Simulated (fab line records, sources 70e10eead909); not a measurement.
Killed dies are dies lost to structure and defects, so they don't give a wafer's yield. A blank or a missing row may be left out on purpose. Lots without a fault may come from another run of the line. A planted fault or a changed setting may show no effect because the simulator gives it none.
fab line records | flow nand_harc
record lots=14 wafers=42 last_day=33
route steps=1302 shown A_START@389 A_ONON_D1@447 A_CHANNEL_HOLE_D1@467
lots that met no fault: from a run of the same line without faults
start_h: hours from the record's first day to the start of the lot's first wafer shown | wait_h: hours since the lot's step before | " the same as in the row above | L1.1+2: a row that stands for several wafers | - no value, or no start given | * or withheld: withheld | < > ~ a bound
route shown NAME@n: a module of which the file shows steps, and the number in the route of the first | usual: mean/standard deviation of fault-free wafers | same: alike in all rows | chamber/n: place in a boat | sites: the reading at each site | _std_site: their standard deviation | _edge_site: outer sites' mean less inner sites' | radius_mm: how far each site lies from the wafer's centre | mask NAME#n: copy n | behind: the tool/chamber that last shaped the wafer | hold: why the lot was held/for how many hours/how that ended | device: the transistor (n, p or np) that didn't switch | end of line: the same wafers' tests at the end of the route | a step without rows: its recipe alone | killed: dies lost to structure and defects at the first sort, not the wafer's yield | map: a wafer's dies, x killed, . not, _ none there
set.NAME: the setting as run; set.NAME@STEP: as run at that earlier step | model.NAME: the simulator's own value behind a step, which no gauge read
steps of the route over a sample of lots; a table a step, a row a wafer
services: from which hour (start_h, from the record's first day; less than 0 if before it) a tool's chamber was out of use, for how many hours, and why
## steps
# step NHARC_A_START_INSPECT_01
# usual raw_defect_count=3.8/2
# columns lot.wafer tool chamber start_h wait_h raw_defect_count
L652.3 defect_inspect-01 - 139.87 - 3
L652.4 " - " " 2
L652.5 " - " " 2
L654.1 defect_inspect-01 - 153.19 - 8
L654.4 " - " " 5
L654.5 " - " " 4
L655.1 defect_inspect-02 - 168.72 - 4
L655.2 " - " " 7
L655.5 " - " " 7
L656.1 defect_inspect-01 - 169.69 - 2
L656.2 " - " " 7
L656.5 " - " " 6
L657.1 defect_inspect-01 - 182.10 - 5
L657.3 " - " " 6
L657.5 " - " " 6
L658.4 defect_inspect-01 - 196.43 - 2
L658.5 " - " " 3
L658.6 " - " " 6
L663.4 defect_inspect-01 - 242.95 - 5
L663.5 " - " " 4
L663.6 " - " " 5
L664.1 defect_inspect-02 - 255.43 - 4
L664.2 " - " " 1
L664.5 " - " " 5
L665.1 defect_inspect-02 - 264.75 - 5
L665.2 " - " " 7
L665.6 " - " " 7
L669.3 defect_inspect-01 - 312.08 - 5
L669.5 " - " " 1
L669.6 " - " " 4
L671.4 defect_inspect-02 - 329.80 - 7
L671.5 " - " " 3
L671.6 " - " " 2
L672.2 defect_inspect-02 - 341.25 - 4
L672.5 " - " " 3
L672.6 " - " " 4
L674.1 defect_inspect-01 - 358.09 - 1
L674.2 " - " " 1
L674.5 " - " " 2
L675.1 defect_inspect-01 - 369.26 - 3
L675.3 " - " " 5
L675.4 " - " " 6
# step NHARC_A_ONON_D1_THK_MEAS_34
# recipe thk_meas_gauge=ellipsometry
# usual thk_nm=200.1/2.7
# columns lot.wafer tool chamber start_h wait_h thk_nm
L652.3 film_metro-02 - 175.02 - 203.7
L652.4 " - " " 201.9
L652.5 " - " " 202.9
L654.1 film_metro-02 - 189.81 - 198.4
L654.4 " - " " 201.9
L654.5 " - " " 208.3
L655.1 film_metro-01 - 204.37 - 198.3
L655.2 " - " " 199.0
L655.5 " - " " 202.5
L656.1 film_metro-02 - 204.49 - 196.3
L656.2 " - " " 194.9
L656.5 " - " " 200.3
L657.1 film_metro-01 - 223.10 - 199.8
L657.3 " - " " 201.3
L657.5 " - " " 204.7
L658.4 film_metro-02 - 234.12 - 203.2
L658.5 " - " " 204.0
L658.6 " - " " 201.9
L663.4 film_metro-01 - 282.54 - 199.5
L663.5 " - " " 198.7
L663.6 " - " " 200.8
L664.1 film_metro-02 - 291.70 - 196.2
L664.2 " - " " 197.2
L664.5 " - " " 199.9
L665.1 film_metro-02 - 300.70 - 197.6
L665.2 " - " " 198.5
L665.6 " - " " 203.3
L669.3 film_metro-01 - 351.85 - 196.3
L669.5 " - " " 200.3
L669.6 " - " " 199.5
L671.4 film_metro-01 - 368.96 - 204.4
L671.5 " - " " 201.1
L671.6 " - " " 200.5
L672.2 film_metro-01 - 380.86 - 197.3
L672.5 " - " " 201.7
L672.6 " - " " 198.0
L675.1 film_metro-01 - 404.85 - 197.0
L675.3 " - " " 195.8
L675.4 " - " " 202.8
L674.1 film_metro-02 - 404.86 - 200.3
L674.2 " - " " 196.9
L674.5 " - " " 204.2
# step NHARC_A_CHANNEL_HOLE_D1_ETCH_39
# recipe target_depth_a=2600 over_etch_frac=0.3 time_s=325 ion_energy_ev=200 n2_flow_sccm=150 h2_flow_sccm=150 ar_flow_sccm=0 rf_w=400 bias_w=150 chemistry=N2/H2
# usual drypump_motor_current_A=5.7/0.32 oes_product_au=0.999/0.01 rf_vpp_V=430.9/1.4 run_length_s=346.1/0.52 showerhead_plenum_p_Torr=2.05/0.043 throttle_valve_pct=14.171/0.0095
# columns lot.wafer tool chamber start_h wait_h drypump_motor_current_A oes_product_au rf_hours_counter_h rf_vpp_V run_length_s showerhead_plenum_p_Torr throttle_valve_pct
L652.4 rie_diel-03 3 179.84 - 6.0 0.983 6 431.0 345.9 2.07 14.169
L652.3 " 1 " " 5.5 0.983 7 431.6 345.7 2.03 14.163
L652.5 " 2 " " 5.9 1.013 - 434.0 345.5 2.12 14.168
L654.4 rie_diel-03 3 194.48 - 6.0 0.995 8 431.2 345.8 2.07 14.167
L654.1 " 0 " " 5.6 1.016 7 431.3 346.6 2.05 14.164
L654.5 " 2 " " 5.9 1.004 - 432.7 345.5 2.12 14.151
L655.1 rie_diel-03 3 207.58 - 6.0 0.988 9 430.4 345.8 2.07 14.176
L655.2 " 1 " " 5.5 0.999 9 429.4 346.4 2.03 14.178
L655.5 " 2 " " 5.9 0.997 - 433.8 345.5 2.12 14.171
L656.1 rie_diel-11 1 207.75 - 5.8 0.988 41 429.2 347.2 2.02 14.180
L656.2 " 3 " " 5.1 0.982 40 432.2 346.5 2.06 14.181
L656.5 " 2 " " 5.3 0.998 - 429.4 346.9 2.01 14.184
L657.3 rie_diel-03 1 228.32 - 5.5 0.991 10 431.8 345.7 2.03 14.172
L657.1 " 3 " " 6.0 0.981 10 431.6 345.9 2.07 14.173
L657.5 " 2 " " 5.9 1.000 - 433.3 346.2 2.12 14.162
L658.4 rie_diel-07 3 237.14 - 5.0 1.008 35 429.9 346.6 2.03 14.171
L658.6 " 2 " " 5.4 1.010 - 434.1 346.0 2.18 14.188
L658.5 " 3 " " 5.0 1.007 - 429.5 346.8 2.03 14.169
L663.4 rie_diel-07 0 288.15 - 6.3 1.006 54 428.8 345.7 1.99 14.162
L663.5 " 2 " " 5.5 0.997 - 432.3 346.2 2.18 14.176
L663.6 " 3 " " 5.0 1.023 - 428.8 347.0 2.02 14.162
L664.2 rie_diel-03 3 295.71 - 6.0 0.978 0 432.0 346.3 2.07 14.172
L664.1 " 1 " " 5.6 1.003 0 430.4 346.0 2.03 14.179
L664.5 " 0 " " 5.6 0.998 - 431.9 267.7 2.05 14.172
L665.1 rie_diel-03 1 306.32 - 5.5 1.011 1 430.0 346.2 2.03 14.174
L665.2 " 2 " " 5.9 1.002 1 430.8 345.3 2.12 14.176
L665.6 " 0 " " 5.6 1.006 - 429.6 267.9 2.05 14.169
L669.3 rie_diel-11 0 354.87 - 5.8 0.989 24 431.5 345.5 2.04 14.182
L669.6 " 3 " " 5.1 1.011 - 431.7 346.1 2.04 14.169
L669.5 " 0 " " 5.8 0.975 - 430.3 345.6 2.04 14.170
L671.4 rie_diel-03 1 372.57 - 5.5 0.995 6 430.5 345.9 2.03 14.186
L671.6 " 0 " " 5.6 0.994 - 430.8 347.2 2.05 14.182
L671.5 " 1 " " 5.5 1.003 - 430.8 346.2 2.03 14.181
L672.2 rie_diel-03 3 391.18 - 6.0 0.985 8 431.8 346.0 2.07 14.199
L672.6 " 0 " " 5.6 1.001 - 430.1 346.7 2.05 14.178
L672.5 " 1 " " 5.6 1.007 - 430.6 345.7 2.03 14.187
L675.1 rie_diel-03 2 408.91 - 5.9 1.013 7 432.9 345.3 2.11 14.184
L675.3 " 1 " " 5.5 1.010 10 429.5 345.9 2.03 14.168
L675.4 " 2 " " 5.9 0.995 - 432.2 345.5 2.11 14.165
L674.1 rie_diel-03 3 409.25 - 6.0 0.985 11 429.7 346.1 2.07 14.180
L674.2 " 1 " " 5.5 1.001 10 431.0 345.7 2.03 14.164
L674.5 " 2 " " 5.9 1.015 - 433.0 345.4 2.11 14.166
# step NHARC_A_CHANNEL_HOLE_D1_ETCH_20
# recipe bias_v=3000 source_w=withheld pressure_mtorr=20 time_s=361.9 ar_flow_sccm=375 c4f8_flow_sccm=89.3 o2_flow_sccm=35.7 temp_c=-20 target_depth_a=16000 chemistry=C4F8/O2/Ar
# usual drypump_motor_current_A=5.9/0.47 run_length_s=348/3.1 showerhead_plenum_p_Torr=3.60/0.12 temp_c=-20.01/0.11 throttle_valve_pct=32.155/0.01
# columns lot.wafer tool chamber start_h wait_h drypump_motor_current_A rf_hours_counter_h run_length_s showerhead_plenum_p_Torr temp_c throttle_valve_pct
L652.3 har_etch-02 0 181.04 0.2 6.3 - 347 3.51 -20.12 32.143
L652.4 " 1 " " 5.6 - 347 3.57 -19.99 32.165
L652.5 " 1 " " 5.6 - 347 3.57 -20.15 32.165
L654.1 har_etch-02 0 195.86 0.1 6.3 307 347 3.50 -20.14 32.146
L654.4 " 0 " " 6.2 - 347 3.51 -20.06 32.149
L654.5 " 1 " " 5.6 - 347 3.56 -19.70 32.144
L655.1 har_etch-02 1 208.78 0.2 5.6 314 363 3.56 -20.06 32.152
L655.2 " 1 " " 5.5 - 362 3.56 -20.06 32.122
L655.5 " 1 " " 5.6 - 363 3.56 -20.01 32.153
L656.1 har_etch-01 0 210.65 0.1 6.5 103 347 3.61 -19.99 32.153
L656.2 " 1 " " 5.3 103 347 3.73 -19.95 32.155
L656.5 " 0 " " 6.5 - 347 3.61 -19.89 32.146
L657.1 har_etch-02 1 229.43 0.1 5.6 330 347 3.55 -19.88 32.159
L657.3 " 1 " " 5.6 - 347 3.55 -19.95 32.163
L657.5 " 0 " " 6.2 - 347 3.50 -20.12 32.172
L658.4 har_etch-02 1 239.47 0.2 5.6 - 347 3.54 -19.82 32.152
L658.5 " 1 " " 5.6 - 347 3.54 -19.88 32.157
L658.6 " 0 " " 6.2 - 347 3.50 -19.92 32.147
L663.4 har_etch-02 0 291.58 0.2 6.3 - 347 3.48 -19.98 32.153
L663.6 " 1 " " 5.6 - 347 3.53 -20.09 32.163
L663.5 " 0 " " 6.3 - 347 3.48 -20.13 32.139
L664.2 har_etch-02 1 296.83 0.1 5.6 372 347 3.53 -19.91 32.165
L664.1 " 0 " " 6.2 356 347 3.48 -20.08 32.144
L664.5 " 1 " " 5.6 - 347 3.53 -20.07 32.161
L665.1 har_etch-02 0 307.39 0.1 6.2 364 347 3.48 -20.08 32.157
L665.2 " 1 " " 5.6 380 347 3.52 -20.05 32.164
L665.6 " 1 " " 5.6 - 347 3.52 -20.12 32.153
L669.3 har_etch-02 0 356.21 0.2 6.2 - 347 3.46 -20.08 32.149
L669.5 " 0 " " 6.2 - 347 3.46 -20.07 32.146
L669.6 " 1 " " 5.6 - 347 3.51 -19.89 32.154
L671.4 har_etch-01 1 373.82 0.2 5.3 - 347 3.68 -20.05 32.177
L671.5 " 0 " " 6.5 - 347 3.57 -19.98 32.161
L671.6 " 1 " " 5.3 - 347 3.68 -19.90 32.151
L672.2 har_etch-01 1 397.80 0.1 5.3 202 347 3.67 -20.14 32.165
L672.5 " 1 " " 5.3 - 347 3.67 -20.37 32.154
L672.6 " 0 " " 6.5 - 347 3.56 -19.97 32.159
L675.1 har_etch-01 1 413.84 0.1 5.3 217 347 3.66 -19.85 32.147
L675.4 " 1 " " 5.3 - 347 3.66 -19.94 32.154
L675.3 " 0 " " 6.5 - 347 3.55 -19.89 32.159
L674.1 har_etch-02 0 415.17 0.1 6.3 19 347 3.92 -19.87 32.164
L674.2 " 1 " " 5.6 19 347 3.92 -19.93 32.168
L674.5 " 0 " " 6.2 - 347 3.92 -19.98 32.135
## services
# columns tool chamber start_h hours kind
rie_diel-03 0 162.30 - clean
rie_diel-03 1 162.30 - clean
rie_diel-03 2 162.30 - clean
rie_diel-03 3 162.30 - clean
rie_diel-03 0 186.80 - clean
rie_diel-03 1 186.80 - clean
rie_diel-03 2 186.80 - clean
rie_diel-03 3 186.80 - clean
har_etch-02 0 203.76 - consumable_replace:focus_ring
har_etch-02 0 203.76 17.0 scheduled_down
rie_diel-11 3 219.02 2.5 repair
rie_diel-11 0 245.17 6.2 repair
rie_diel-11 - 255.55 9.0 pm
rie_diel-07 0 274.93 4.5 repair
rie_diel-11 - 276.35 1.8 repair
rie_diel-03 - 281.30 9.0 pm
rie_diel-07 - 297.08 9.0 pm
har_etch-01 - 300.16 0.5 repair
rie_diel-07 3 308.00 21.3 repair
rie_diel-11 0 334.16 9.1 repair
rie_diel-11 - 369.59 0.5 repair
har_etch-02 - 377.98 17.0 pm
rie_diel-03 2 389.13 8.5 repair
rie_diel-07 2 409.37 8.9 repair
## key
first_sign step=NHARC_A_CHANNEL_HOLE_D1_ETCH_39 reading=run_length_s direction=down sigmas=99+ usual=* struck=*
effect none on later readings
met_at NHARC_A_CHANNEL_HOLE_D1_ETCH_39
struck_lots L664,L665
struck_wafers L664.5,L665.6
sort_left_out L664.5,L665.6
tester_left_out L664,L665
loop_trim step=NHARC_A_CHANNEL_HOLE_D1_EXPOSE_07 setting=dose lots=L664,L665
not_acting_at NHARC_A_START_INSPECT_01,NHARC_A_ONON_D1_THK_MEAS_34,NHARC_A_CHANNEL_HOLE_D1_ETCH_20
onset_between 194.48 295.71
fault kind=process_parameter_drift tool=rie_diel-03 chamber=0 onset_h=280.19 steps=NHARC_A_CHANNEL_HOLE_D1_ETCH_39 channel=time_s offset=* shape=step end_h=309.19 acts_in=* stated=*
# tester_left_out: of these lots the tester's yield and bins aren't shown, on N5 and GAA mostly nor the transistor test; their killed dies are dies lost to structure and defects alone, not to doping, threshold or leakage, so they don't give the yield
# sort_left_out: the simulated sort isn't trusted on such a fault, so these wafers' sort isn't shown, and their yield isn't known
# loop_trim: a control loop set the setting to another value than it would have without faults
